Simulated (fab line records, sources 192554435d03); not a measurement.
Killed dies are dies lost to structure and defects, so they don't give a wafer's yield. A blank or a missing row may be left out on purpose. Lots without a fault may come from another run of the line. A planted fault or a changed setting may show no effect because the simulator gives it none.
Which tool did it? | flow n5_finfet | 22 lots, 66 wafers sampled, at 6 steps of a route of 1938

WHAT THE GAUGES READ, wafer by wafer
The record holds no reading of a measuring or inspecting step that can be judged against a usual standard deviation.

WHICH TOOL RAN EACH LOT (tool, then ch and the chambers of the sampled wafers, then the start)
lot  | N5_MOL_CONTACT_COAG_ETCH_66        | N5_MOL_CONTACT_COAG_ETCHBACK_134   | N5_MOL_CONTACT_COAG_ETCH_67        | N5_BEOL_M0_SAQP_HM_DEP_02    | N5_BEOL_M0_SAQP_PECVD_04        | N5_BEOL_M0_SAQP_ETCH_84
L074 | rie_diel-04 ch 0,1,3, day 5 07:41  | rie_diel-02 ch 0,1,2, day 5 08:07  | rie_diel-02 ch 0,1,2, day 5 08:10  | pvd_sputter-01, day 5 15:59  | pecvd-01 ch 0,1, day 5 16:19    | rie_diel-01 ch 1,2, day 5 17:04
L075 | rie_diel-04 ch 0,3, day 5 09:47    | rie_diel-04 ch 0,1,2, day 5 10:03  | rie_diel-04 ch 0,1,2, day 5 10:05  | pvd_sputter-01, day 5 16:05  | pecvd-02 ch 0,1,2, day 5 16:21  | rie_diel-05 ch 1,2,3, day 5 17:18
L076 | rie_diel-02 ch 0,1,3, day 5 15:58  | rie_diel-04 ch 0,1, day 5 16:20    | rie_diel-04 ch 0,1, day 5 16:22    | pvd_sputter-01, day 5 21:55  | pecvd-01 ch 0,1, day 5 22:09    | rie_diel-01 ch 1,2,3, day 5 22:54
L077 | rie_diel-02 ch 0,1,3, day 6 03:22  | rie_diel-02 ch 0,1,3, day 6 03:52  | rie_diel-02 ch 0,1,3, day 6 03:54  | pvd_sputter-01, day 6 10:59  | pecvd-03 ch 0,2, day 6 11:14    | rie_diel-05 ch 2,3, day 6 12:13
L078 | rie_diel-02 ch 0,1, day 6 07:08    | rie_diel-03 ch 0,1,2, day 6 07:30  | rie_diel-03 ch 0,1,2, day 6 07:32  | pvd_sputter-01, day 6 12:36  | pecvd-02 ch 1,2, day 6 12:50    | rie_diel-01 ch 0,1,3, day 6 13:28
L079 | rie_diel-04 ch 0,1, day 6 14:58    | rie_diel-03 ch 0,3, day 6 15:23    | rie_diel-03 ch 0,3, day 6 15:25    | pvd_sputter-02, day 6 20:28  | pecvd-02 ch 0,1,2, day 6 20:43  | rie_diel-05 ch 1,3, day 6 21:28
L080 | rie_diel-03 ch 0,3, day 6 18:16    | rie_diel-03 ch 2,3, day 6 18:31    | rie_diel-03 ch 2,3, day 6 18:34    | pvd_sputter-02, day 7 13:25  | pecvd-02 ch 1,2, day 7 13:39    | rie_diel-06 ch 0,1, day 7 14:25
L081 | rie_diel-04 ch 0,2,3, day 7 01:31  | rie_diel-02 ch 1,3, day 7 02:15    | rie_diel-02 ch 1,3, day 7 02:17    | pvd_sputter-02, day 7 13:31  | pecvd-01 ch 0,1, day 7 13:45    | rie_diel-05 ch 1,3, day 7 14:26
L084 | rie_diel-02 ch 0,1,3, day 7 14:43  | rie_diel-03 ch 0,1,2, day 7 14:59  | rie_diel-03 ch 0,1,2, day 7 15:01  | pvd_sputter-02, day 7 20:00  | pecvd-01 ch 0,1, day 7 20:17    | rie_diel-06 ch 1,2,3, day 7 21:04
L085 | rie_diel-03 ch 0,3, day 8 03:32    | rie_diel-03 ch 0,1,3, day 8 03:52  | rie_diel-03 ch 0,1,3, day 8 03:54  | pvd_sputter-01, day 8 08:55  | pecvd-03 ch 0,1,2, day 8 09:09  | rie_diel-01 ch 1,2, day 8 09:59
L086 | rie_diel-02 ch 0,2, day 8 05:40    | rie_diel-03 ch 0,1, day 8 05:55    | rie_diel-03 ch 0,1, day 8 05:57    | pvd_sputter-02, day 8 12:26  | pecvd-02 ch 1,2, day 8 12:40    | rie_diel-05 ch 0,2,3, day 8 13:28
L087 | rie_diel-02 ch 0,1,3, day 8 10:16  | rie_diel-02 ch 0,2,3, day 8 10:56  | rie_diel-02 ch 0,2,3, day 8 10:58  | pvd_sputter-02, day 8 17:13  | pecvd-03 ch 0,1,2, day 8 17:27  | rie_diel-06 ch 0,1,2, day 8 18:05
L088 | rie_diel-04 ch 1,3, day 9 00:12    | rie_diel-02 ch 0,3, day 9 00:28    | rie_diel-02 ch 0,3, day 9 00:30    | pvd_sputter-02, day 9 05:17  | pecvd-03 ch 0,2, day 9 05:31    | rie_diel-01 ch 1,2,3, day 9 06:16
L089 | rie_diel-04 ch 0,1,3, day 9 01:02  | rie_diel-03 ch 0,1,3, day 9 01:23  | rie_diel-03 ch 0,1,3, day 9 01:25  | pvd_sputter-02, day 9 08:54  | pecvd-02 ch 0,1,2, day 9 09:08  | rie_diel-01 ch 1,2, day 9 09:53
L090 | rie_diel-02 ch 1,2,3, day 9 04:45  | rie_diel-04 ch 0,2,3, day 9 05:01  | rie_diel-04 ch 0,2,3, day 9 05:03  | pvd_sputter-01, day 9 12:19  | pecvd-03 ch 0,1, day 9 12:39    | rie_diel-01 ch 2,3, day 9 13:17
L091 | rie_diel-04 ch 0,1,3, day 9 09:44  | rie_diel-02 ch 0,2,3, day 9 09:59  | rie_diel-02 ch 0,2,3, day 9 10:01  | pvd_sputter-01, day 9 15:03  | pecvd-01 ch 0,1,2, day 9 15:17  | rie_diel-05 ch 0,2,3, day 9 16:02
L092 | rie_diel-03 ch 0,2, day 9 18:04    | rie_diel-03 ch 1,2, day 9 18:20    | rie_diel-03 ch 1,2, day 9 18:22    | pvd_sputter-01, day 9 23:25  | pecvd-03 ch 0,1, day 9 23:43    | rie_diel-01 ch 1,2, day 10 00:37
L093 | rie_diel-02 ch 0,2,3, day 9 20:42  | rie_diel-04 ch 0,1,2, day 9 21:09  | rie_diel-04 ch 0,1,2, day 9 21:11  | pvd_sputter-01, day 10 02:41 | pecvd-03 ch 0,1, day 10 02:59   | rie_diel-06 ch 0,1,2, day 10 03:46
L094 | rie_diel-03 ch 0,1,2, day 10 04:36 | rie_diel-02 ch 0,2,3, day 10 04:50 | rie_diel-02 ch 0,2,3, day 10 04:52 | pvd_sputter-03, day 10 10:11 | pecvd-01 ch 0,1,2, day 10 10:28 | rie_diel-01 ch 0,1,2, day 10 11:12
L095 | rie_diel-04 ch 0,2, day 10 16:03   | rie_diel-02 ch 0,3, day 10 16:34   | rie_diel-02 ch 0,3, day 10 16:35   | pvd_sputter-01, day 11 00:04 | pecvd-03 ch 1,2, day 11 00:19   | rie_diel-01 ch 1,2,3, day 11 01:02
L096 | rie_diel-04 ch 1,2, day 10 16:29   | rie_diel-03 ch 1,2, day 10 16:50   | rie_diel-03 ch 1,2, day 10 16:52   | pvd_sputter-02, day 11 01:23 | pecvd-03 ch 0,1,2, day 11 01:37 | rie_diel-01 ch 0,3, day 11 02:14
L097 | rie_diel-02 ch 0,1,3, day 11 05:35 | rie_diel-03 ch 0,1,2, day 11 05:55 | rie_diel-03 ch 0,1,2, day 11 05:56 | pvd_sputter-03, day 11 10:44 | pecvd-02 ch 0,1,2, day 11 10:58 | rie_diel-05 ch 1,3, day 11 11:46
- N5_MOL_CONTACT_COAG_ETCH_66: etches SiARC in CF4, target depth 13 nm, time 21.7 s.
- N5_MOL_CONTACT_COAG_ETCHBACK_134: etches SiO2 in CHF3, target depth 10 nm, time 6.7 s.
- N5_MOL_CONTACT_COAG_ETCH_67: etches SOC in N2/H2, target depth 60 nm, overetch 21 nm, time 101.2 s.
- N5_BEOL_M0_SAQP_HM_DEP_02: deposits TiN, target thk 12 nm.
- N5_BEOL_M0_SAQP_PECVD_04: deposits a-Si from SiH4/He, target thk 60 nm, time 60.2 s.
- N5_BEOL_M0_SAQP_ETCH_84: etches SOC in N2/H2, target depth 100 nm, overetch 20 nm, time 150 s.

WHAT THE TOOLS THEMSELVES READ (means of the sampled wafers that have a number; where no wafer has one, the mark that the record gives instead)
N5_MOL_CONTACT_COAG_ETCH_66. Usual: drypump_motor_current_A 5.6 A, standard deviation 0.58; etch_rf_on_time_s 21.6 s, standard deviation 0.31; oes_product_au 0.70 a.u., standard deviation 0.076; rf_vpp_V 184.4 V, standard deviation 0.99; showerhead_plenum_p_Torr 2.17 Torr, standard deviation 0.065; throttle_valve_pct 15.56 %, standard deviation 0.22.
lot  | tool        | drypump_motor_current_A (A) | etch_rf_on_time_s (s) | oes_product_au (a.u.) | rf_vpp_V (V) | showerhead_plenum_p_Torr (Torr) | throttle_valve_pct (%) | flag
L074 | rie_diel-04 | 5.9                         | 21.6                  | 0.67                  | 184.6        | 2.20                            | 15.68                  |
L075 | rie_diel-04 | 5.7                         | 21.8                  | 0.65                  | 184.0        | 2.16                            | 15.70                  |
L076 | rie_diel-02 | 5.3                         | 21.8                  | 0.65                  | 184.5        | 2.11                            | 15.59                  |
L077 | rie_diel-02 | 5.3                         | 21.7                  | 0.64                  | 184.3        | 2.11                            | 15.59                  |
L078 | rie_diel-02 | 5.8                         | 21.8                  | 0.62                  | 182.8        | 2.07                            | 15.66                  |
L079 | rie_diel-04 | 6.3                         | 21.8                  | 0.62                  | 184.3        | 2.19                            | 15.88                  |
L080 | rie_diel-03 | 5.3                         | 21.5                  | 0.67                  | 183.7        | 2.17                            | 15.64                  |
L081 | rie_diel-04 | 5.6                         | 21.2                  | 0.68                  | 185.2        | 2.18                            | 15.64                  |
L084 | rie_diel-02 | 5.3                         | 21.9                  | 0.72                  | 184.3        | 2.19                            | 15.45                  |
L085 | rie_diel-03 | 5.6                         | 21.4                  | 0.70                  | 185.6        | 2.21                            | 15.55                  |
L086 | rie_diel-02 | 5.7                         | 21.7                  | 0.80                  | 184.8        | 2.17                            | 15.31                  |
L087 | rie_diel-02 | 5.3                         | 21.6                  | 0.71                  | 185.3        | 2.19                            | 15.46                  |
L088 | rie_diel-04 | 5.8                         | 21.4                  | 0.70                  | 184.2        | 2.25                            | 15.56                  |
L089 | rie_diel-04 | 5.9                         | 21.6                  | 0.73                  | 184.4        | 2.20                            | 15.57                  |
L090 | rie_diel-02 | 5.0                         | 21.8                  | 0.69                  | 183.5        | 2.13                            | 15.47                  |
L091 | rie_diel-04 | 5.9                         | 21.5                  | 0.72                  | 183.9        | 2.20                            | 15.60                  |
L092 | rie_diel-03 | 5.6                         | 21.1                  | 0.78                  | 184.0        | 2.15                            | 15.32                  |
L093 | rie_diel-02 | 5.5                         | 21.6                  | 0.72                  | 183.8        | 2.16                            | 15.46                  |
L094 | rie_diel-03 | 5.7                         | 21.3                  | 0.76                  | 184.6        | 2.18                            | 15.36                  |
L095 | rie_diel-04 | 5.8                         | 21.2                  | 0.76                  | 183.0        | 2.12                            | 15.54                  |
L096 | rie_diel-04 | 6.3                         | 21.6                  | 0.64                  | 184.4        | 2.19                            | 15.87                  |
L097 | rie_diel-02 | 5.3                         | 21.9                  | 0.68                  | 184.6        | 2.18                            | 15.51                  |

N5_MOL_CONTACT_COAG_ETCHBACK_134. Usual: drypump_motor_current_A 5.5 A, standard deviation 0.54; oes_product_au 0.83 a.u., standard deviation 0.09; rf_vpp_V 522 V, standard deviation 4.2; showerhead_plenum_p_Torr 2.41 Torr, standard deviation 0.071; throttle_valve_pct 18.62 %, standard deviation 0.18.
lot  | tool        | drypump_motor_current_A (A) | oes_product_au (a.u.) | rf_vpp_V (V) | showerhead_plenum_p_Torr (Torr) | throttle_valve_pct (%) | flag
L074 | rie_diel-02 | 5.5                         | 0.73                  | 520          | 2.34                            | 18.73                  |
L075 | rie_diel-04 | 6.0                         | 0.76                  | 525          | 2.41                            | 18.89                  |
L076 | rie_diel-04 | 6.1                         | 0.71                  | 524          | 2.39                            | 18.94                  |
L077 | rie_diel-02 | 5.3                         | 0.76                  | 520          | 2.35                            | 18.69                  |
L078 | rie_diel-03 | 5.7                         | 0.85                  | 520          | 2.43                            | 18.57                  |
L079 | rie_diel-03 | 5.3                         | 0.79                  | 526          | 2.41                            | 18.70                  |
L080 | rie_diel-03 | 5.1                         | 0.73                  | 525          | 2.35                            | 18.76                  |
L081 | rie_diel-02 | 4.8                         | 0.80                  | 524          | 2.39                            | 18.58                  |
L084 | rie_diel-03 | 5.7                         | 0.83                  | 520          | 2.43                            | 18.58                  |
L085 | rie_diel-03 | 5.5                         | 0.84                  | 522          | 2.43                            | 18.60                  |
L086 | rie_diel-03 | 5.9                         | 0.89                  | 520          | 2.48                            | 18.53                  |
L087 | rie_diel-02 | 5.5                         | 0.87                  | 522          | 2.42                            | 18.57                  |
L088 | rie_diel-02 | 5.2                         | 0.80                  | 522          | 2.42                            | 18.67                  |
L089 | rie_diel-03 | 5.5                         | 0.82                  | 522          | 2.43                            | 18.62                  |
L090 | rie_diel-04 | 5.6                         | 0.88                  | 521          | 2.41                            | 18.62                  |
L091 | rie_diel-02 | 5.5                         | 0.85                  | 522          | 2.41                            | 18.58                  |
L092 | rie_diel-03 | 5.6                         | 0.91                  | 519          | 2.40                            | 18.42                  |
L093 | rie_diel-04 | 6.0                         | 0.83                  | 524          | 2.39                            | 18.80                  |
L094 | rie_diel-02 | 5.5                         | 0.84                  | 521          | 2.41                            | 18.59                  |
L095 | rie_diel-02 | 5.2                         | 0.79                  | 521          | 2.42                            | 18.70                  |
L096 | rie_diel-03 | 5.6                         | 0.89                  | 518          | 2.40                            | 18.43                  |
L097 | rie_diel-03 | 5.7                         | 0.86                  | 519          | 2.42                            | 18.48                  |

N5_MOL_CONTACT_COAG_ETCH_67. Usual: drypump_motor_current_A 5.5 A, standard deviation 0.54; oes_product_au 0.69 a.u., standard deviation 0.073; rf_vpp_V 524.7 V, standard deviation 2.4; showerhead_plenum_p_Torr 2.58 Torr, standard deviation 0.081; throttle_valve_pct 17.73 %, standard deviation 0.2.
lot  | tool        | drypump_motor_current_A (A) | oes_product_au (a.u.) | rf_vpp_V (V) | showerhead_plenum_p_Torr (Torr) | throttle_valve_pct (%) | flag
L074 | rie_diel-02 | 5.5                         | 0.62                  | 521.9        | 2.49                            | 17.84                  |
L075 | rie_diel-04 | 6.1                         | 0.64                  | 525.0        | 2.58                            | 18.03                  |
L076 | rie_diel-04 | 6.1                         | 0.60                  | 523.4        | 2.55                            | 18.08                  |
L077 | rie_diel-02 | 5.3                         | 0.64                  | 523.3        | 2.50                            | 17.77                  |
L078 | rie_diel-03 | 5.7                         | 0.71                  | 525.6        | 2.60                            | 17.70                  |
L079 | rie_diel-03 | 5.3                         | 0.66                  | 524.6        | 2.58                            | 17.85                  |
L080 | rie_diel-03 | 5.1                         | 0.61                  | 523.7        | 2.52                            | 17.88                  |
L081 | rie_diel-02 | 4.8                         | 0.67                  | 523.5        | 2.56                            | 17.68                  |
L084 | rie_diel-03 | 5.7                         | 0.70                  | 525.5        | 2.60                            | 17.71                  |
L085 | rie_diel-03 | 5.5                         | 0.70                  | 525.3        | 2.60                            | 17.71                  |
L086 | rie_diel-03 | 5.9                         | 0.73                  | 527.8        | 2.66                            | 17.69                  |
L087 | rie_diel-02 | 5.5                         | 0.72                  | 525.1        | 2.57                            | 17.66                  |
L088 | rie_diel-02 | 5.2                         | 0.68                  | 524.7        | 2.58                            | 17.75                  |
L089 | rie_diel-03 | 5.5                         | 0.69                  | 525.4        | 2.60                            | 17.73                  |
L090 | rie_diel-04 | 5.6                         | 0.72                  | 524.6        | 2.58                            | 17.69                  |
L091 | rie_diel-02 | 5.5                         | 0.71                  | 524.3        | 2.57                            | 17.67                  |
L092 | rie_diel-03 | 5.6                         | 0.75                  | 524.5        | 2.56                            | 17.47                  |
L093 | rie_diel-04 | 6.0                         | 0.68                  | 523.7        | 2.56                            | 17.92                  |
L094 | rie_diel-02 | 5.5                         | 0.71                  | 524.8        | 2.57                            | 17.67                  |
L095 | rie_diel-02 | 5.2                         | 0.66                  | 525.3        | 2.58                            | 17.77                  |
L096 | rie_diel-03 | 5.6                         | 0.74                  | 524.2        | 2.56                            | 17.49                  |
L097 | rie_diel-03 | 5.7                         | 0.72                  | 524.2        | 2.59                            | 17.61                  |

N5_BEOL_M0_SAQP_HM_DEP_02. Usual: throttle_valve_pct 30.1 %, standard deviation 0.85.
lot  | tool           | throttle_valve_pct (%) | flag
L074 | pvd_sputter-01 | 30.0                   |
L075 | pvd_sputter-01 | 29.7                   |
L076 | pvd_sputter-01 | 29.8                   |
L077 | pvd_sputter-01 | 30.3                   |
L078 | pvd_sputter-01 | 29.8                   |
L079 | pvd_sputter-02 | 30.4                   |
L080 | pvd_sputter-02 | 31.0                   |
L081 | pvd_sputter-02 | 30.7                   |
L084 | pvd_sputter-02 | 29.9                   |
L085 | pvd_sputter-01 | 29.7                   |
L086 | pvd_sputter-02 | 31.3                   |
L087 | pvd_sputter-02 | 30.5                   |
L088 | pvd_sputter-02 | 30.5                   |
L089 | pvd_sputter-02 | 30.6                   |
L090 | pvd_sputter-01 | 29.9                   |
L091 | pvd_sputter-01 | 29.6                   |
L092 | pvd_sputter-01 | 29.3                   |
L093 | pvd_sputter-01 | 30.0                   |
L094 | pvd_sputter-03 | 29.7                   |
L095 | pvd_sputter-01 | 30.1                   |
L096 | pvd_sputter-02 | 30.3                   |
L097 | pvd_sputter-03 | 30.2                   |

N5_BEOL_M0_SAQP_PECVD_04. Usual: heater_power_w 632 W, standard deviation 82; showerhead_plenum_p_Torr 5.66 Torr, standard deviation 0.042; throttle_valve_pct 18.5 %, standard deviation 1.3.
lot  | tool     | heater_power_w (W) | showerhead_plenum_p_Torr (Torr) | throttle_valve_pct (%) | flag
L074 | pecvd-01 | 590                | 5.65                            | 17.8                   |
L075 | pecvd-02 | 652                | 5.64                            | 17.7                   |
L076 | pecvd-01 | 585                | 5.65                            | 17.8                   |
L077 | pecvd-03 | 697                | 5.69                            | 18.6                   |
L078 | pecvd-02 | 712                | 5.63                            | 17.4                   |
L079 | pecvd-02 | 653                | 5.65                            | 17.7                   |
L080 | pecvd-02 | 711                | 5.63                            | 17.4                   |
L081 | pecvd-01 | 592                | 5.62                            | 18.0                   |
L084 | pecvd-01 | 568                | 5.63                            | 17.8                   |
L085 | pecvd-03 | 631                | 5.69                            | 19.8                   |
L086 | pecvd-02 | 723                | 5.63                            | 17.4                   |
L087 | pecvd-03 | 625                | 5.68                            | 19.8                   |
L088 | pecvd-03 | 693                | 5.68                            | 18.8                   |
L089 | pecvd-02 | 635                | 5.65                            | 17.8                   |
L090 | pecvd-03 | 712                | 5.66                            | 19.0                   |
L091 | pecvd-01 | 558                | 5.64                            | 18.0                   |
L092 | pecvd-03 | 682                | 5.67                            | 19.0                   |
L093 | pecvd-03 | 699                | 5.68                            | 18.7                   |
L094 | pecvd-01 | 575                | 5.63                            | 17.9                   |
L095 | pecvd-03 | 593                | 5.68                            | 18.5                   |
L096 | pecvd-03 | 666                | 5.67                            | 18.7                   |
L097 | pecvd-02 | 641                | 5.65                            | 17.8                   |

N5_BEOL_M0_SAQP_ETCH_84. Usual: drypump_motor_current_A 5.8 A, standard deviation 0.36; oes_product_au 0.69 a.u., standard deviation 0.058; rf_vpp_V 523.2 V, standard deviation 2.5; showerhead_plenum_p_Torr 2.52 Torr, standard deviation 0.085; throttle_valve_pct 17.92 %, standard deviation 0.22.
lot  | tool        | drypump_motor_current_A (A) | oes_product_au (a.u.) | rf_vpp_V (V) | showerhead_plenum_p_Torr (Torr) | throttle_valve_pct (%) | flag
L074 | rie_diel-01 | 5.9                         | 0.70                  | 524.5        | 2.58                            | 17.94                  |
L075 | rie_diel-05 | 5.9                         | 0.65                  | 522.0        | 2.50                            | 18.11                  |
L076 | rie_diel-01 | 5.7                         | 0.68                  | 524.1        | 2.54                            | 17.92                  |
L077 | rie_diel-05 | 5.6                         | 0.64                  | 521.1        | 2.42                            | 18.14                  |
L078 | rie_diel-01 | 5.4                         | 0.67                  | 523.7        | 2.53                            | 17.87                  |
L079 | rie_diel-05 | 5.5                         | 0.66                  | 522.3        | 2.50                            | 18.05                  |
L080 | rie_diel-06 | 6.0                         | 0.74                  | 523.1        | 2.54                            | 17.58                  |
L081 | rie_diel-05 | 5.8                         | 0.66                  | 524.2        | 2.57                            | 18.04                  |
L084 | rie_diel-06 | 6.1                         | 0.76                  | 525.2        | 2.57                            | 17.91                  |
L085 | rie_diel-01 | 5.9                         | 0.69                  | 524.6        | 2.57                            | 17.98                  |
L086 | rie_diel-05 | 5.8                         | 0.68                  | 520.4        | 2.44                            | 17.98                  |
L087 | rie_diel-06 | 6.0                         | 0.71                  | 523.3        | 2.55                            | 17.84                  |
L088 | rie_diel-01 | 5.7                         | 0.66                  | 523.5        | 2.52                            | 17.97                  |
L089 | rie_diel-01 | 5.7                         | 0.66                  | 525.5        | 2.59                            | 17.98                  |
L090 | rie_diel-01 | 5.9                         | 0.68                  | 523.4        | 2.50                            | 17.98                  |
L091 | rie_diel-05 | 5.8                         | 0.67                  | 520.3        | 2.43                            | 17.99                  |
L092 | rie_diel-01 | 5.7                         | 0.66                  | 525.9        | 2.59                            | 18.00                  |
L093 | rie_diel-06 | 6.0                         | 0.70                  | 524.4        | 2.55                            | 17.87                  |
L094 | rie_diel-01 | 5.7                         | 0.67                  | 525.0        | 2.57                            | 17.95                  |
L095 | rie_diel-01 | 5.7                         | 0.66                  | 522.6        | 2.52                            | 17.99                  |
L096 | rie_diel-01 | 5.4                         | 0.65                  | 520.6        | 2.46                            | 17.91                  |
L097 | rie_diel-05 | 5.8                         | 0.65                  | 524.1        | 2.56                            | 18.08                  |

THE ANSWER, worked out from the rows above alone
Rule: a lot is off if the mean of its wafers that have a number lies more than 3 standard deviations from the usual mean. A lot without any number at a reading at which 4 lots or more have one is off too. The other lots that the step has rows for count as sound. The gauges are gone through in route order, then the tools' own readings, and for those a lot's mean is taken as printed above. The first step at which some lot is off is used, and at that step the reading that is off furthest; a lot without a number counts as furthest.
No lot is off at any reading shown: from this, nothing can be told.

WHAT THE SIMULATOR HAD PUT IN
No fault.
